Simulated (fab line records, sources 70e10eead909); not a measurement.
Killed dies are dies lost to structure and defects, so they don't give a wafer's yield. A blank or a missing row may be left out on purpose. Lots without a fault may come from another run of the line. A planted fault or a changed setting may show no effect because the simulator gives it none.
Which tool did it? | flow nand_harc | 24 lots, 72 wafers sampled, at 5 steps of a route of 1159

WHAT THE GAUGES READ, wafer by wafer
NHARC_A_ONON_D1_THK_MEAS_34: measures by ellipsometry.
lot  | measured     | on            | thk_nm (nm)
L075 | day 10 18:17 | film_metro-01 | 196.9 197.6 201.2
L077 | day 10 17:40 | film_metro-02 | 202.2 204.5 207.3
L076 | day 10 18:17 | film_metro-01 | 196.4 197.3 202.0
L074 | day 10 17:38 | film_metro-01 | 195.4 201.5 200.5
L078 | day 10 17:56 | film_metro-02 | 200.3 199.6 204.6
L081 | day 11 05:18 | film_metro-02 | 201.3 199.7 203.4
L080 | day 11 06:20 | film_metro-02 | 205.9 201.7 205.4
L079 | day 11 05:39 | film_metro-02 | 201.9 206.4 205.4
L082 | day 11 06:22 | film_metro-01 | 197.6 196.4 198.3
L083 | day 11 11:10 | film_metro-02 | 197.1 196.0 201.6
L084 | day 11 11:04 | film_metro-01 | 204.3 203.6 201.3
L086 | day 11 16:22 | film_metro-01 | 197.0 196.2 199.5
L085 | day 11 16:20 | film_metro-02 | 196.9 198.3 207.6
L087 | day 11 16:05 | film_metro-02 | 198.2 200.5 203.5
L088 | day 12 00:16 | film_metro-02 | 198.8 197.0 202.4
L089 | day 12 00:15 | film_metro-01 | 194.4 202.3 197.1
L090 | day 12 00:37 | film_metro-01 | 196.1 196.6 203.3
L092 | day 12 00:23 | film_metro-02 | 197.3 200.0 198.8
L091 | day 12 05:35 | film_metro-02 | 203.4 204.6 201.9
L093 | day 12 16:05 | film_metro-02 | 200.1 199.5 202.7
L094 | day 12 21:52 | film_metro-01 | 198.1 199.8 201.4
L095 | day 12 21:59 | film_metro-02 | 195.3 196.0 198.6
L097 | day 13 14:19 | film_metro-02 | 198.9 199.6 200.7
L096 | day 13 14:17 | film_metro-02 | 198.4 203.3 201.3

WHICH TOOL RAN EACH LOT (tool, then ch and the chambers of the sampled wafers, then the start)
lot  | NHARC_P_M0_STRIP_18                | NHARC_P_M0_PRE_CLEAN_31         | NHARC_P_M2_ETCH_28                            | NHARC_A_ZERO_WELL_DESCUM_12
L075 | rie_diel-03 ch 2,3, day 8 07:38    | pecvd-04 ch 0,2, day 8 09:50    | rie_diel-07 ch 0,1, day 9 01:21 or earlier    | rie_diel-03 ch 2,3, day 9 01:21
L077 | rie_diel-09 ch 0,1, day 8 07:55    | pecvd-01 ch 0,1,2, day 8 10:09  | rie_diel-07 ch 1,2,3, day 9 01:56 or earlier  | rie_diel-08 ch 1,3, day 9 01:56
L076 | rie_diel-09 ch 0,1,3, day 8 08:30  | pecvd-01 ch 0,1, day 8 11:20    | rie_diel-07 ch 1,3, day 9 02:51 or earlier    | rie_diel-03 ch 1,2, day 9 02:51
L074 | rie_diel-03 ch 1,2,3, day 8 11:37  | pecvd-04 ch 0,2, day 8 13:56    | rie_diel-07 ch 0,1,2, day 9 04:23 or earlier  | rie_diel-08 ch 0,3, day 9 04:23
L078 | rie_diel-03 ch 0,2,3, day 8 12:26  | pecvd-02 ch 0,1,2, day 8 14:49  | rie_diel-06 ch 0,2, day 9 05:20 or earlier    | rie_diel-03 ch 0,1,2, day 9 05:20
L081 | rie_diel-08 ch 0,2, day 8 21:21    | pecvd-02 ch 0,1,2, day 8 23:37  | rie_diel-07 ch 0,1,3, day 9 13:53 or earlier  | rie_diel-03 ch 0,2, day 9 13:53
L080 | rie_diel-03 ch 1,2,3, day 8 22:50  | pecvd-04 ch 0,1,2, day 9 01:31  | rie_diel-04 ch 1,2,3, day 9 15:43 or earlier  | rie_diel-03 ch 1,2,3, day 9 15:43
L079 | rie_diel-08 ch 0,1,2, day 8 23:07  | pecvd-04 ch 0,1,2, day 9 01:52  | rie_diel-06 ch 2,3, day 9 18:32 or earlier    | rie_diel-03 ch 0,1,2, day 9 18:32
L082 | rie_diel-09 ch 1,3, day 9 03:34    | pecvd-01 ch 0,1,2, day 9 05:55  | rie_diel-07 ch 1,2, day 9 20:39 or earlier    | rie_diel-12 ch 0,2, day 9 20:39
L083 | rie_diel-08 ch 0,2, day 9 05:20    | pecvd-01 ch 0,1,2, day 9 07:29  | rie_diel-07 ch 0,2, day 9 22:39 or earlier    | rie_diel-12 ch 0,1, day 9 22:39
L084 | rie_diel-08 ch 1,2,3, day 9 07:43  | pecvd-02 ch 0,1,2, day 9 09:57  | rie_diel-06 ch 1,2, day 10 00:47 or earlier   | rie_diel-12 ch 0,1,2, day 10 00:47
L086 | rie_diel-03 ch 0,1,2, day 9 09:08  | pecvd-01 ch 0,1,2, day 9 12:17  | rie_diel-07 ch 0,1, day 10 02:43 or earlier   | rie_diel-12 ch 0,1,3, day 10 02:43
L085 | rie_diel-09 ch 1,2,3, day 9 09:32  | pecvd-02 ch 0,1,2, day 9 13:30  | rie_diel-07 ch 0,2,3, day 10 04:02 or earlier | rie_diel-12 ch 0,1,2, day 10 04:02
L087 | rie_diel-03 ch 1,3, day 9 10:26    | pecvd-01 ch 0,1,2, day 9 13:34  | rie_diel-07 ch 0,1,2, day 10 04:18 or earlier | rie_diel-08 ch 1,2,3, day 10 04:18
L088 | rie_diel-09 ch 0,2,3, day 9 18:50  | pecvd-01 ch 1,2, day 9 21:03    | rie_diel-04 ch 0,1,2, day 10 11:44 or earlier | rie_diel-12 ch 0,1,2, day 10 11:44
L089 | rie_diel-08 ch 1,3, day 9 22:08    | pecvd-01 ch 0,1, day 10 00:38   | rie_diel-07 ch 1,2,3, day 10 15:38 or earlier | rie_diel-12 ch 0,2,3, day 10 15:38
L090 | rie_diel-03 ch 1,2, day 9 22:39    | pecvd-04 ch 0,2, day 10 00:58   | rie_diel-07 ch 0,1, day 10 16:05 or earlier   | rie_diel-08 ch 0,1, day 10 16:05
L092 | rie_diel-08 ch 0,2, day 10 01:59   | pecvd-02 ch 0,1,2, day 10 04:11 | rie_diel-06 ch 2,3, day 10 18:21 or earlier   | rie_diel-08 ch 0,1,3, day 10 18:21
L091 | rie_diel-08 ch 2,3, day 10 02:34   | pecvd-04 ch 0,1,2, day 10 04:47 | rie_diel-06 ch 2,3, day 10 19:18 or earlier   | rie_diel-08 ch 0,3, day 10 19:18
L093 | rie_diel-03 ch 0,3, day 10 11:23   | pecvd-02 ch 0,2, day 10 13:35   | rie_diel-04 ch 1,2, day 11 03:36 or earlier   | rie_diel-03 ch 0,2, day 11 03:36
L094 | rie_diel-08 ch 1,3, day 10 16:31   | pecvd-01 ch 0,2, day 10 18:41   | rie_diel-07 ch 0,3, day 11 09:01 or earlier   | rie_diel-03 ch 0,1, day 11 09:01
L095 | rie_diel-08 ch 2,3, day 10 16:54   | pecvd-01 ch 0,1,2, day 10 19:20 | rie_diel-07 ch 0,2, day 11 09:51 or earlier   | rie_diel-08 ch 1,3, day 11 09:51
L097 | rie_diel-03 ch 0,3, day 11 07:32   | pecvd-02 ch 1,2, day 11 09:44   | rie_diel-07 ch 0,1, day 12 00:19 or earlier   | rie_diel-08 ch 0,2,3, day 12 00:19
L096 | rie_diel-03 ch 0,1,2, day 11 08:16 | pecvd-01 ch 0,1,2, day 11 10:25 | rie_diel-06 ch 0,2,3, day 12 00:56 or earlier | rie_diel-03 ch 0,1,3, day 12 00:56
- NHARC_P_M0_STRIP_18: strips in N2/H2.
- NHARC_P_M0_PRE_CLEAN_31: time 12 s.
- NHARC_P_M2_ETCH_28: etches the open film in CF4/N2, target depth 30 nm, time 72.99 s.
- NHARC_A_ZERO_WELL_DESCUM_12: chemistry O2, time 3 s.

WHAT THE TOOLS THEMSELVES READ (means of the sampled wafers that have a number; where no wafer has one, the mark that the record gives instead)
NHARC_P_M0_STRIP_18.
lot  | tool        | drypump_motor_current_A (A) | oes_product_au (a.u.) | rf_vpp_V (V) | showerhead_plenum_p_Torr (Torr) | throttle_valve_pct (%)
L075 | rie_diel-03 | 6.2                         | 0.989                 | 90.2         | 2.09                            | 14.180
L077 | rie_diel-09 | 6.2                         | 0.990                 | 90.5         | 2.05                            | 14.170
L076 | rie_diel-09 | 5.9                         | 1.002                 | 90.8         | 2.05                            | 14.167
L074 | rie_diel-03 | 6.0                         | 0.999                 | 90.1         | 2.02                            | 14.173
L078 | rie_diel-03 | 5.5                         | 0.995                 | 91.1         | 2.09                            | 14.168
L081 | rie_diel-08 | 5.6                         | 0.999                 | 91.0         | 2.05                            | 14.177
L080 | rie_diel-03 | 6.0                         | 0.999                 | 90.6         | 2.02                            | 14.173
L079 | rie_diel-08 | 5.6                         | 0.999                 | 90.3         | 2.07                            | 14.163
L082 | rie_diel-09 | 5.9                         | 0.993                 | 91.7         | 2.11                            | 14.168
L083 | rie_diel-08 | 5.7                         | 0.996                 | 90.9         | 2.01                            | 14.177
L084 | rie_diel-08 | 5.7                         | 1.008                 | 90.4         | 2.04                            | 14.162
L086 | rie_diel-03 | 5.9                         | 0.996                 | 91.3         | 2.10                            | 14.174
L085 | rie_diel-09 | 5.6                         | 0.992                 | 91.4         | 2.08                            | 14.171
L087 | rie_diel-03 | 5.4                         | 1.006                 | 89.9         | 1.95                            | 14.170
L088 | rie_diel-09 | 5.5                         | 0.999                 | 89.7         | 2.02                            | 14.169
L089 | rie_diel-08 | 5.5                         | 1.003                 | 91.0         | 2.11                            | 14.175
L090 | rie_diel-03 | 6.4                         | 1.000                 | 89.6         | 2.03                            | 14.179
L092 | rie_diel-08 | 5.6                         | 1.000                 | 90.8         | 2.04                            | 14.168
L091 | rie_diel-08 | 5.8                         | 1.000                 | 91.1         | 1.98                            | 14.170
L093 | rie_diel-03 | 4.9                         | 1.002                 | 90.4         | 2.02                            | 14.168
L094 | rie_diel-08 | 5.6                         | 0.995                 | 90.5         | 2.05                            | 14.167
L095 | rie_diel-08 | 5.9                         | 0.996                 | 90.5         | 1.98                            | 14.166
L097 | rie_diel-03 | 4.8                         | 1.005                 | 91.3         | 2.09                            | 14.179
L096 | rie_diel-03 | 5.9                         | 1.002                 | 92.2         | 2.10                            | 14.177

NHARC_P_M0_PRE_CLEAN_31.
lot  | tool     | heater_power_w (W)
L075 | pecvd-04 | 574
L077 | pecvd-01 | 644
L076 | pecvd-01 | 602
L074 | pecvd-04 | 641
L078 | pecvd-02 | 638
L081 | pecvd-02 | 634
L080 | pecvd-04 | 548
L079 | pecvd-04 | 594
L082 | pecvd-01 | 658
L083 | pecvd-01 | 658
L084 | pecvd-02 | 678
L086 | pecvd-01 | 644
L085 | pecvd-02 | 639
L087 | pecvd-01 | 659
L088 | pecvd-01 | 665
L089 | pecvd-01 | 586
L090 | pecvd-04 | 558
L092 | pecvd-02 | 665
L091 | pecvd-04 | 555
L093 | pecvd-02 | 679
L094 | pecvd-01 | 668
L095 | pecvd-01 | 660
L097 | pecvd-02 | 679
L096 | pecvd-01 | 637

NHARC_P_M2_ETCH_28.
lot  | tool        | drypump_motor_current_A (A) | oes_product_au (a.u.) | rf_vpp_V (V) | showerhead_plenum_p_Torr (Torr) | throttle_valve_pct (%)
L075 | rie_diel-07 | 5.1                         | 0.994                 | 315.7        | 2.70                            | 19.794
L077 | rie_diel-07 | 5.6                         | 0.988                 | 316.9        | 2.75                            | 19.787
L076 | rie_diel-07 | 5.6                         | 0.994                 | 316.0        | 2.72                            | 19.806
L074 | rie_diel-07 | 5.2                         | 0.993                 | 316.4        | 2.72                            | 19.791
L078 | rie_diel-06 | 5.8                         | 1.008                 | 312.8        | 2.56                            | 19.797
L081 | rie_diel-07 | 5.5                         | 1.008                 | 315.6        | 2.73                            | 19.798
L080 | rie_diel-04 | 5.6                         | 1.005                 | 316.3        | 2.73                            | 19.787
L079 | rie_diel-06 | 5.7                         | 1.006                 | 314.6        | 2.66                            | 19.794
L082 | rie_diel-07 | 5.2                         | 0.991                 | 315.7        | 2.73                            | 19.797
L083 | rie_diel-07 | 5.1                         | 0.999                 | 315.3        | 2.73                            | 19.801
L084 | rie_diel-06 | 5.2                         | 1.001                 | 313.4        | 2.59                            | 19.785
L086 | rie_diel-07 | 5.2                         | 1.002                 | 315.1        | 2.69                            | 19.797
L085 | rie_diel-07 | 5.5                         | 0.987                 | 316.0        | 2.76                            | 19.798
L087 | rie_diel-07 | 5.2                         | 0.986                 | 315.6        | 2.72                            | 19.789
L088 | rie_diel-04 | 6.1                         | 1.001                 | 313.9        | 2.63                            | 19.799
L089 | rie_diel-07 | 5.6                         | 0.997                 | 316.2        | 2.75                            | 19.799
L090 | rie_diel-07 | 5.2                         | 0.996                 | 314.7        | 2.69                            | 19.796
L092 | rie_diel-06 | 5.7                         | 1.005                 | 314.6        | 2.66                            | 19.779
L091 | rie_diel-06 | 5.7                         | 1.001                 | 314.5        | 2.66                            | 19.791
L093 | rie_diel-04 | 6.1                         | 1.005                 | 315.1        | 2.67                            | 19.788
L094 | rie_diel-07 | 5.8                         | 0.999                 | 315.9        | 2.77                            | 19.789
L095 | rie_diel-07 | 5.1                         | 1.007                 | 315.7        | 2.73                            | 19.786
L097 | rie_diel-07 | 5.2                         | 1.006                 | 314.9        | 2.69                            | 19.795
L096 | rie_diel-06 | 6.0                         | 1.002                 | 314.2        | 2.64                            | 19.795

NHARC_A_ZERO_WELL_DESCUM_12.
lot  | tool        | drypump_motor_current_A (A) | oes_product_au (a.u.) | rf_vpp_V (V) | showerhead_plenum_p_Torr (Torr) | throttle_valve_pct (%)
L075 | rie_diel-03 | 6.2                         | 0.987                 | 58.6         | 1.96                            | 11.305
L077 | rie_diel-08 | 5.7                         | 1.009                 | 57.0         | 1.93                            | 11.312
L076 | rie_diel-03 | 6.6                         | 0.990                 | 57.9         | 1.96                            | 11.321
L074 | rie_diel-08 | 5.6                         | 0.995                 | 57.9         | 1.93                            | 11.309
L078 | rie_diel-03 | 5.9                         | 0.992                 | 58.0         | 1.97                            | 11.316
L081 | rie_diel-03 | 5.4                         | 0.989                 | 58.0         | 2.03                            | 11.310
L080 | rie_diel-03 | 6.0                         | 0.997                 | 57.2         | 1.90                            | 11.308
L079 | rie_diel-03 | 5.9                         | 0.996                 | 58.4         | 1.97                            | 11.300
L082 | rie_diel-12 | 5.4                         | 0.993                 | 57.8         | 1.86                            | 11.304
L083 | rie_diel-12 | 6.1                         | 0.995                 | 57.9         | 1.93                            | 11.310
L084 | rie_diel-12 | 5.7                         | 0.993                 | 58.1         | 1.89                            | 11.308
L086 | rie_diel-12 | 5.9                         | 0.999                 | 58.9         | 1.96                            | 11.313
L085 | rie_diel-12 | 5.7                         | 0.995                 | 57.2         | 1.89                            | 11.305
L087 | rie_diel-08 | 5.7                         | 0.999                 | 58.9         | 1.92                            | 11.315
L088 | rie_diel-12 | 5.7                         | 0.993                 | 58.3         | 1.89                            | 11.309
L089 | rie_diel-12 | 5.5                         | 1.002                 | 57.5         | 1.92                            | 11.303
L090 | rie_diel-08 | 5.4                         | 0.997                 | 57.3         | 2.00                            | 11.309
L092 | rie_diel-08 | 5.6                         | 0.998                 | 57.5         | 1.95                            | 11.315
L091 | rie_diel-08 | 5.8                         | 0.995                 | 57.7         | 1.90                            | 11.315
L093 | rie_diel-03 | 5.4                         | 1.009                 | 58.4         | 2.03                            | 11.308
L094 | rie_diel-03 | 5.6                         | 1.008                 | 58.0         | 1.90                            | 11.313
L095 | rie_diel-08 | 5.7                         | 1.004                 | 57.5         | 1.93                            | 11.312
L097 | rie_diel-08 | 5.7                         | 0.998                 | 57.5         | 1.89                            | 11.317
L096 | rie_diel-03 | 5.3                         | 1.006                 | 57.6         | 1.90                            | 11.310

THE ANSWER, worked out from the rows above alone
Rule: what is usual is taken from the lots themselves. Put in order of their means at a reading, lots are off if they are a third of the lots or fewer, leave a main group of 4 or more, and stand apart from it by a gap of 3 or more times the standard deviation of the main group's means; of several such gaps the widest counts. A main group whose means are all the same, to the digits that the tables above print for the reading, isn't used. A lot without any number at a reading at which 4 lots or more have one is off too. The other lots that the step has rows for count as sound. The gauges are gone through in route order, then the tools' own readings, and for those a lot's mean is taken as printed above. The first step at which some lot is off is used, and at that step the reading that is off furthest; a lot without a number counts as furthest.
No lot is off at any reading shown: from this, nothing can be told.

WHAT THE SIMULATOR HAD PUT IN
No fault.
